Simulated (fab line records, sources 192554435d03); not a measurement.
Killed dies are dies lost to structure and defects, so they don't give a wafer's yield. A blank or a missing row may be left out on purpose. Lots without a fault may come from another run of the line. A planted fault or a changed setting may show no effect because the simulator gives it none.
Split-lot experiment | flow n5_finfet | 7 lots, 39 wafers read, on a route of 1938 steps

THE SPLIT
At N5_DUMMY_GATE_ETCH_31 (etches SiO2 in C4F6/O2, target depth 82.5 nm, time 27.5 s), the setting target_depth_a was moved away from the recipe's 825 angstrom on 15 of the 39 wafers read, by -10.2% to +11.9%. The other wafers ran this setting at the recipe's value.

The reading is taken at the split's own step.

THE READING
SOC_of_DUMMY_GATE_COAT_34.thk_nm (the simulator's own value, which no gauge read), in nm, at N5_DUMMY_GATE_ETCH_31 (etches SiO2 in C4F6/O2, target depth 82.5 nm, time 27.5 s). The file gives no usual value for it. The 24 wafers here that ran the recipe average 51.8 nm, standard deviation 0.24 nm.

wafer  | tool, chamber at the split | target_depth_a as run, angstrom | against the recipe | SOC_of_DUMMY_GATE_COAT_34.thk_nm, nm | against lot-mates on the recipe
L076.1 | rie_diel-02, 0             | 825                             | recipe             | 52                                   | -
L076.2 | rie_diel-02, 2             | 825                             | recipe             | 52.2                                 | -
L076.3 | rie_diel-02, 1             | 825                             | recipe             | 51.6                                 | -
L076.4 | rie_diel-02, 3             | 741.4                           | -10.1%             | 52.4                                 | +0.5
L076.5 | rie_diel-02, 2             | 741.4                           | -10.1%             | 52.8                                 | +0.9
L076.6 | rie_diel-02, 1             | 741.4                           | -10.1%             | 52.2                                 | +0.3
L082.1 | rie_diel-02, 1             | 825                             | recipe             | 51.8                                 | -
L082.2 | rie_diel-02, 3             | 904                             | +9.6%              | 51.2                                 | -0.7
L082.3 | rie_diel-02, 0             | 825                             | recipe             | 51.8                                 | -
L082.4 | rie_diel-02, 2             | 904                             | +9.6%              | 51.4                                 | -0.5
L082.5 | rie_diel-02, 0             | 825                             | recipe             | 52                                   | -
L082.6 | rie_diel-02, 3             | 904                             | +9.6%              | 51.2                                 | -0.7
L086.1 | rie_diel-02, 3             | 922.9                           | +11.9%             | 50.4                                 | -1.1
L086.2 | rie_diel-02, 2             | 922.9                           | +11.9%             | 51                                   | -0.5
L086.3 | rie_diel-02, 0             | 922.9                           | +11.9%             | 50.6                                 | -0.9
L086.4 | rie_diel-02, 1             | 825                             | recipe             | 51.4                                 | -
L086.5 | rie_diel-02, 2             | 825                             | recipe             | 51.8                                 | -
L086.6 | rie_diel-02, 1             | 825                             | recipe             | 51.4                                 | -
L087.1 | rie_diel-03, 3             | 825                             | recipe             | 51.8                                 | -
L087.2 | rie_diel-03, 1             | 741                             | -10.2%             | 52.8                                 | +1.1
L087.3 | rie_diel-03, 0             | 741                             | -10.2%             | 52.6                                 | +0.9
L087.4 | rie_diel-03, 1             | 741                             | -10.2%             | 52.6                                 | +0.9
L087.5 | rie_diel-03, 0             | 825                             | recipe             | 51.6                                 | -
L087.6 | rie_diel-03, 3             | 825                             | recipe             | 51.8                                 | -
L088.2 | rie_diel-03, 0             | 825                             | recipe             | 52.4                                 | -
L088.3 | rie_diel-03, 1             | 825                             | recipe             | 52                                   | -
L088.4 | rie_diel-03, 1             | 825                             | recipe             | 52                                   | -
L092.1 | rie_diel-03, 3             | 825                             | recipe             | 51.8                                 | -
L092.2 | rie_diel-03, 2             | 825                             | recipe             | 51.4                                 | -
L092.3 | rie_diel-03, 0             | 825                             | recipe             | 51.8                                 | -
L092.4 | rie_diel-03, 1             | 825                             | recipe             | 51.8                                 | -
L092.5 | rie_diel-03, 0             | 825                             | recipe             | 51.8                                 | -
L092.6 | rie_diel-03, 1             | 825                             | recipe             | 52                                   | -
L095.1 | rie_diel-01, 3             | 825                             | recipe             | 51.6                                 | -
L095.2 | rie_diel-01, 1             | 742.7                           | -10.0%             | 52.2                                 | +0.5
L095.3 | rie_diel-01, 2             | 825                             | recipe             | 51.8                                 | -
L095.4 | rie_diel-01, 0             | 742.7                           | -10.0%             | 52.4                                 | +0.7
L095.5 | rie_diel-01, 2             | 742.7                           | -10.0%             | 52.4                                 | +0.7
L095.6 | rie_diel-01, 3             | 825                             | recipe             | 51.6                                 | -

THE FIT
A straight line over all 39 wafers: SOC_of_DUMMY_GATE_COAT_34.thk_nm changes by -0.0736 nm for each +1% of target_depth_a; r = -0.89; the points scatter about the line by 0.25 nm.
The same after taking each lot's own level away (the mean of its wafers on the recipe; 39 wafers): -0.0698 nm for each +1%; r = -0.92; scatter 0.19 nm.
On that fit, the largest move of target_depth_a shifts the reading by 0.83 nm.
The lots' own levels span 51.53 to 52.13 nm, that is 2.5 times the standard deviation above.
So the lot-to-lot level changes the slope little: the two slopes agree.
Check: with one of the wafers moved furthest among these (+11.9%) left out of the fit, the line predicts -0.78 nm for it against its lot-mates. It came out at -1.13 nm against them.

OTHER SPLITS ON THESE WAFERS
These wafers also went through other splits before the reading. Each is held against what the fit with the lots' levels taken away leaves over:
other split on the same wafers             | wafers away from the commonest value | r with SOC_of_DUMMY_GATE_COAT_34.thk_nm (lot level and that fit taken away)
N5_WELL_APT_IMPLANT_14 energy_kev          | 15                                   | -0.08
N5_FIN_SAQP_MANDREL_ETCH_22 target_depth_a | 15                                   | -0.18
N5_FIN_CUT_ETCH_21 time_s                  | 15                                   | -0.17

THE WHOLE CHAIN: every reading that the file lists as answering this split, in the file's order
step                  | what it does                                              | reading                                                                           | change (the file's fit)                | r (the file's)
N5_DUMMY_GATE_ETCH_31 | etches SiO2 in C4F6/O2, target depth 82.5 nm, time 27.5 s | etch.depth_nm (the simulator's own value, which no gauge read)                    | +0.781 nm for each +1% of the setting  | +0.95
N5_DUMMY_GATE_ETCH_31 | etches SiO2 in C4F6/O2, target depth 82.5 nm, time 27.5 s | SOC_of_DUMMY_GATE_COAT_34.thk_nm (the simulator's own value, which no gauge read) | -0.0698 nm for each +1% of the setting | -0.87

THE FILE'S OWN FIT
SOC_of_DUMMY_GATE_COAT_34.thk_nm changes by -0.0698 nm for each +1% of target_depth_a, r = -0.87.
